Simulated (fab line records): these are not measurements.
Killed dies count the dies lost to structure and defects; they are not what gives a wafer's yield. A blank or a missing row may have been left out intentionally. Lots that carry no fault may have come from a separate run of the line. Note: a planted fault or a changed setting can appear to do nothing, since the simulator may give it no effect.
Struck lot and sound lot, side by side + flow nand_harc + 36 out of 1159 route steps
Sound: these wafers, L599.2, L599.3, L599.4. Struck: wafers L605.1, L605.3, L605.4. At the end, the cause is stated.
At each step with rows: each side's tool, then ch and its chambers, then its first start. Under that, the readings that differ: sound wafers + struck wafers + difference of the means + sigmas: that difference in standard deviations of wafers without a fault.
alike: readings whose means differ by less than 2 such deviations, and words and numbers that are the same on both sides. not compared: withheld readings, readings that some wafer has no value for, bounds like >300 that may hide the same value, and numbers for which the record gives no deviation and whose values overlap.
A row with sigmas, a row that says differs or no value, or rows on one side alone: a step with any of these is where the two part. Non-overlapping numbers with no deviation appear without sigmas and do not part them. A reading that every wafer of one side lacks parts them only if that side has two wafers or more.

first, 6 steps without rows for these wafers: NHARC_A_WL_FILL_STRIP_27 (strips in N2/H2, time 20 s); NHARC_A_WL_FILL_STRIP_28 (strips in post etch residue remover, time 1200 s); NHARC_A_WL_FILL_PRECLEAN_06 (cleans in DIW, time 300 s); NHARC_A_WL_FILL_SRD_07; NHARC_A_WL_FILL_ANNEAL_08 (time 1800 s); NHARC_A_WL_FILL_ALD_10 (deposits SiO2, target thk 50 nm, pulse time 10 s, ald cycles 500).
NHARC_A_WL_FILL_ETCHBACK_16: etches the open film in C4F8/O2/Ar, target depth 88 nm, time 17.6 s.
  sound: rie_diel-13 ch 0,2,3; struck: rie_diel-13 ch 0,2,3
| reading                | sound       | struck      | difference | sigmas |
|------------------------|-------------|-------------|------------|--------|
| rf_hours_counter_h (h) | 1.7 1.6 1.7 | 2.9 2.9 3.0 | +1.3       |        |
  alike: oes_product_au, rf_vpp_V
NHARC_A_WL_FILL_STRIP_29: strips in O2, time 20 s.
  sound on rie_diel-13 ch 0,1,3, day 15 11:45; struck on rie_diel-13 ch 0,1,2, day 17 04:29
| reading                | sound       | struck      | difference | sigmas |
|------------------------|-------------|-------------|------------|--------|
| rf_hours_counter_h (h) | 1.5 1.7 1.6 | 3.0 2.8 2.9 | +1.3       |        |
  alike: drypump_motor_current_A, oes_product_au, rf_vpp_V, showerhead_plenum_p_Torr, throttle_valve_pct
then, 3 steps without rows for these wafers: NHARC_A_WL_FILL_ETCHBACK_17 (etches the open film in Cl2/BCl3, target depth 4 nm, time 26.7 s); NHARC_A_WL_FILL_PRECLEAN_18 (cleans in dHF, time 30 s); NHARC_A_WL_FILL_SRD_21.
NHARC_A_WL_FILL_CVD_23: deposits poly-Si, target thk 40 nm, time 800 s.
  sound on lpcvd_poly-04 ch 0, day 15 14:17; struck on lpcvd_poly-04 ch 0, day 17 07:02
then, 5 steps without rows for these wafers: NHARC_A_WL_FILL_ETCHBACK_26 (etches the open film in HBr, target depth 52 nm, time 13.3 s); NHARC_A_WL_FILL_PRECLEAN_30 (cleans in dHF, time 10 s); NHARC_A_WL_FILL_SRD_14; NHARC_A_WL_FILL_ALD_19 (deposits TiN, target thk 2 nm, pulse time 3 s, ald cycles 100); NHARC_A_WL_FILL_CVD_20 (deposits W, target thk 75 nm, time 5064 s).
NHARC_A_WL_FILL_CMP_12: polishes, t overpolish 30 s, target thk 75 nm.
  sound on cmp-02 ch 0,2,3, day 16 02:38; struck on cmp-01 ch 0,1,3, day 17 17:29
  alike: motor_current_A, overpolish_run_s, slurry_filter_dp_kPa, time_to_endpoint_s
following that, these wafers have no rows for 1 step: NHARC_A_WL_FILL_SRD_31.
NHARC_A_CONTACT_DEP_24: deposits SiO2, target thk 500 nm.
  sound on pecvd-02 ch 1,2, day 16 03:11; struck on pecvd-02 ch 1,2, day 17 18:02
  alike: heater_power_w, showerhead_vpp_V, throttle_valve_pct
then, 12 steps without rows for these wafers: NHARC_A_CONTACT_DEP_28 (deposits aC, target thk 3600 nm); NHARC_A_CONTACT_DEP_29 (deposits SiON, target thk 70 nm); NHARC_A_CONTACT_DEHYDRATE_32 (time 120 s); NHARC_A_CONTACT_HMDS_33 (time 30 s); NHARC_A_CONTACT_COAT_34 (time 75 s); NHARC_A_CONTACT_COAT_35 (time 65 s); NHARC_A_CONTACT_COAT_36 (resist thk 90 nm); NHARC_A_CONTACT_SOFTBAKE_37 (time 55 s); NHARC_A_CONTACT_EBR_38; NHARC_A_CONTACT_EXPOSE_39 (exposes mask A CC 3); NHARC_A_CONTACT_PEB_40 (peb time 65 s); NHARC_A_CONTACT_DEVELOP_41 (develop time 35 s).
NHARC_A_CONTACT_CD_MEAS_42: target cd 200 nm.
  sound on cd_sem-01 ch 0, day 16 06:52; struck on cd_sem-01 ch 0, day 17 21:46
  alike: cd_nm
NHARC_A_CONTACT_OVL_MEAS_43:
  sound on overlay-02, day 16 06:58; struck on overlay-01, day 17 21:52
| reading           | sound          | struck      | difference | sigmas |
|-------------------|----------------|-------------|------------|--------|
| overlay_x_nm (nm) | -1.2 -0.5 -0.4 | 0.5 0.8 0.9 | +1.4       | +2     |
  alike: overlay_y_nm
NHARC_A_CONTACT_DESCUM_47: chemistry O2, time 3 s.
  sound on rie_diel-03 ch 1,2,3, day 16 07:04; struck on rie_diel-03 ch 0,1,2, day 17 21:58
| reading                | sound    | struck | difference | sigmas |
|------------------------|----------|--------|------------|--------|
| rf_hours_counter_h (h) | 30 26 24 | 1 1 1  | -26        |        |
  alike: drypump_motor_current_A, oes_product_au, rf_vpp_V, showerhead_plenum_p_Torr, throttle_valve_pct
-- jump in the record: it breaks off in module A_CONTACT and resumes in module END (first step shown: number 1159 of the route), and 3 days separate the struck wafers' starts before and after --
NHARC_END_SORT_01:
  sound on prober-02 ch 0, day 19 22:13; struck on prober-01 ch 0, day 21 01:35
| reading         | sound    | struck    | difference | sigmas |
|-----------------|----------|-----------|------------|--------|
| killed_at_array | 21 18 18 | 85 101 89 | +73        | +7     |
| killed_dies     | 25 21 22 | 85 107 96 | +73        | +6     |
  alike: killed_at_other, killed_at_periphery, killed_open, killed_short

== WHERE THEY PART ==
Earliest at NHARC_A_CONTACT_OVL_MEAS_43; latest, in this record, at NHARC_END_SORT_01.

WHY: what the simulator had put in
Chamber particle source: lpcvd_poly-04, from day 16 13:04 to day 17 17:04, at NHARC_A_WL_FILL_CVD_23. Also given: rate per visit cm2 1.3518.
